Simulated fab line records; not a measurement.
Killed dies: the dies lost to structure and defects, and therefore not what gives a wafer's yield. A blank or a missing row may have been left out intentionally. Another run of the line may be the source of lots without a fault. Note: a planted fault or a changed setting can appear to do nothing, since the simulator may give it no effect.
Split-lot trial | flow n5 finfet | 21 wafers read from 7 lots, route of 1938 steps

THE SPLIT
At N5_SD_EPI_P_EPI_21 (deposits SiGe:B, time 355 s), the setting epi growth time s was moved away from the recipe's 355 s on 6 of the 21 wafers read, by -8.2% to +7.9%. For the rest of the wafers, this setting stayed at what the recipe calls for.

FROM THE SPLIT TO THE READING: what the file shows between them, 5 steps
- N5_SD_EPI_P_HM_STRIP_48: strips SiNx in H3PO4, material SiNx, target depth 3 nm
- N5_SD_EPI_P_SRD_49: time 30 s
- N5_SD_EPI_P_PRECLEAN_24: cleans in O3/DIW, time 45 s
- N5_SD_ACTIVATION_RTA_00: time 0 s
- N5_SD_ACTIVATION_LSA_01: time 0.0008 s

THE READING
RS_SD_P, in ohm/sq, at N5_SD_ACTIVATION_RS_MEAS_03 (measures by four-point-probe). Fault-free wafers of this fab line usually give 56.1 ohm/sq, standard deviation 0.89 ohm/sq.

wafer  | tool, chamber at the split | epi growth time s as run, s | against the recipe | RS_SD_P, ohm/sq | against lot-mates on the recipe
L076.1 | epi rpcvd-02, 0            | 355                         | recipe             | 56.4            | -
L076.3 | epi rpcvd-02, 0            | 341.4                       | -3.8%              | 56.3            | +0.0
L076.5 | epi rpcvd-02, 0            | 355                         | recipe             | 56.2            | -
L085.3 | epi rpcvd-04, 0            | 328.3                       | -7.5%              | 56.8            | +2.3
L085.4 | epi rpcvd-04, 0            | 355                         | recipe             | 54.4            | -
L085.6 | epi rpcvd-04, 0            | 355                         | recipe             | 54.6            | -
L086.1 | epi rpcvd-04, 0            | 355                         | recipe             | 55.2            | -
L086.2 | epi rpcvd-04, 0            | 383.2                       | +7.9%              | 52.9            | -2.3
L086.3 | epi rpcvd-04, 0            | 383.2                       | +7.9%              | 52.6            | -2.6
L090.3 | epi rpcvd-04, 0            | 355                         | recipe             | 57.2            | -
L090.4 | epi rpcvd-04, 0            | 355                         | recipe             | 57.1            | -
L090.5 | epi rpcvd-04, 0            | 355                         | recipe             | 57.3            | -
L092.2 | epi rpcvd-04, 0            | 325.9                       | -8.2%              | 60.4            | +2.6
L092.3 | epi rpcvd-04, 0            | 355                         | recipe             | 57.8            | -
L092.6 | epi rpcvd-04, 0            | 325.9                       | -8.2%              | 60.1            | +2.3
L095.4 | epi rpcvd-01, 0            | 355                         | recipe             | 56.3            | -
L095.5 | epi rpcvd-01, 0            | 355                         | recipe             | 57.0            | -
L095.6 | epi rpcvd-01, 0            | 355                         | recipe             | 56.1            | -
L097.1 | epi rpcvd-01, 0            | 355                         | recipe             | 55.5            | -
L097.4 | epi rpcvd-01, 0            | 355                         | recipe             | 55.4            | -
L097.5 | epi rpcvd-01, 0            | 355                         | recipe             | 56.2            | -

THE FIT
A straight line over all 21 wafers: RS_SD_P changes by -0.385 ohm/sq for each +1% of epi growth time s; r = -0.82; the points scatter about the line by 1.1 ohm/sq.
The same after taking each lot's own level away (the mean of its wafers on the recipe; 21 wafers): -0.292 ohm/sq for each +1%; r = -0.96; scatter 0.34 ohm/sq.
On that fit, the largest move of epi growth time s shifts the reading by 2.4 ohm/sq.
Measured against the standard deviation above, the lots' own levels, which go from 54.50 to 57.80 ohm/sq, span 3.7 times it.
In other words, the slope is changed by the lot-to-lot level; the two fits disagree.
Check: +2.27 ohm/sq against its lot-mates is what the line predicts for one of the wafers moved furthest among these (-8.2%) when that wafer is left out of the fit. Against them it came out at +2.6 ohm/sq.

ADDITIONAL SPLITS CARRIED BY THESE WAFERS
Before the reading, these wafers also passed through other splits. Each is held against what the fit with the lots' levels taken away leaves over:
other split on the same wafers | wafers away from the commonest value | r with RS_SD_P (lot level and that fit taken away)
N5_SD_EPI_N_PEB_07 peb time s  | 6                                    | +0.04

THE WHOLE CHAIN: every reading that the file lists as answering this split, in the file's order
step                        | what it does                                           | reading                                                                           | change (the file's fit)               | r (the file's)
N5_SD_EPI_P_EPI_21          | deposits SiGe:B, time 355 s                            | SiGe-B_of_SD_EPI_P_EPI_21.thk nm (the simulator's own value, which no gauge read) | +0.361 nm for each +1% of the setting | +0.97
N5_SD_EPI_P_HM_STRIP_48     | strips SiNx in H3PO4, material SiNx, target depth 3 nm | SiGe-B_of_SD_EPI_P_EPI_21.thk nm (the simulator's own value, which no gauge read) | +0.37 nm for each +1% of the setting  | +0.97
N5_SD_ACTIVATION_RS_MEAS_03 | measures by four-point-probe                           | RS_SD_P                                                                           | -0.284 for each +1% of the setting    | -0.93

FILE'S OWN FIT
RS_SD_P changes by -0.284 ohm/sq for each +1% of epi growth time s, r = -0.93.
